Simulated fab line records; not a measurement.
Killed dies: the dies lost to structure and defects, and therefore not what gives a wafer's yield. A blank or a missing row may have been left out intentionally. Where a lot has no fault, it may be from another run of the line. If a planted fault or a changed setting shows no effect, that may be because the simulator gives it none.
Problem report in the 8D (eight disciplines) form, filled by code | flow n5 finfet | the parts of the form that need people (team, actions taken, sign-off) are left out

## 1. WHAT WENT WRONG
Wafers without a fault read 1500.0 rpm, standard deviation 0.92; spin speed rpm at N5_SD_EPI_N_COAT_33 reads a mean of 1435.4 rpm on 6 wafers belonging to 2 lots. Relative to the usual mean, that is a shift of -70 standard deviations.
The step: time 60 s, resist thk 35 nm.
The first sign was on wafer L544.1 at day 5 20:37, on litho track-05. The record holds 12 wafers of 4 lots with a number at this step. By rule, "out" or "out of limits" means more than 4 standard deviations away from the usual mean. The rest of the wafers with a number are treated as sound.

## 2. WHAT IT IS AND WHAT IT IS NOT
question                    | is                     | is not
which readings at this step | spin speed rpm         | plate temp C, resist line temp C
which lots                  | L544, L545             | L546, L556
which wafers of those lots  | all that have a number | -
read on which tools         | litho track-05         | litho track-04
when                        | from day 5 20:37       | up to then (0 sound wafers); but 6 sound wafers of L546, L556 came after

## 3. SUSPECTS, AND WHAT RULES EACH OUT
Counting: a tool stays on the suspect list if, at a process step up to the reading, it processed all lots that are out and no sound lot following the first of them.
- litho track-05 at N5_SD_EPI_N_COAT_33 (time 60 s, resist thk 35 nm): ruled out as a lasting fault. After its first lot that is out, L544 (day 5 20:37), sound lots L556 ran on it.
Left after counting: nothing in the record.

## 4. THE CAUSE (what the simulator had put in)
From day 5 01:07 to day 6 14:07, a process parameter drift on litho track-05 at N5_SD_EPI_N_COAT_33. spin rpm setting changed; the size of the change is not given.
Counting ruled it out, wrongly.

## 5. THE CHAIN OF EFFECTS, in route order
Rows list readings where the struck wafers' mean (over those with a number) sits beyond 3 standard deviations from the usual. Only readings whose record carries a usual standard deviation are examined. hours: median over the lots of the time between each lot's start at the first step of this table that gives one and its start at this step. sigmas: the change, counted in usual standard deviations.
hours | step                | reading        | usual      | on struck wafers | change | sigmas
0     | N5_SD_EPI_N_COAT_33 | spin speed rpm | 1500.0 rpm | 1435.4           | -64.6  | -70
It contains these process steps:
- N5_SD_EPI_N_COAT_33: time 60 s, resist thk 35 nm.
Later measuring or inspecting steps at which every struck wafer that the step has a row for has a number for every such reading, and none has moved that far: N5_BEOL_M4_RC_MEAS_101.

## 6. HOW IT WOULD HAVE BEEN CAUGHT EARLIER
20 hours passed between the start of the fault at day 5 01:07 and the first reading out of limits in this record, taken at day 5 20:37.
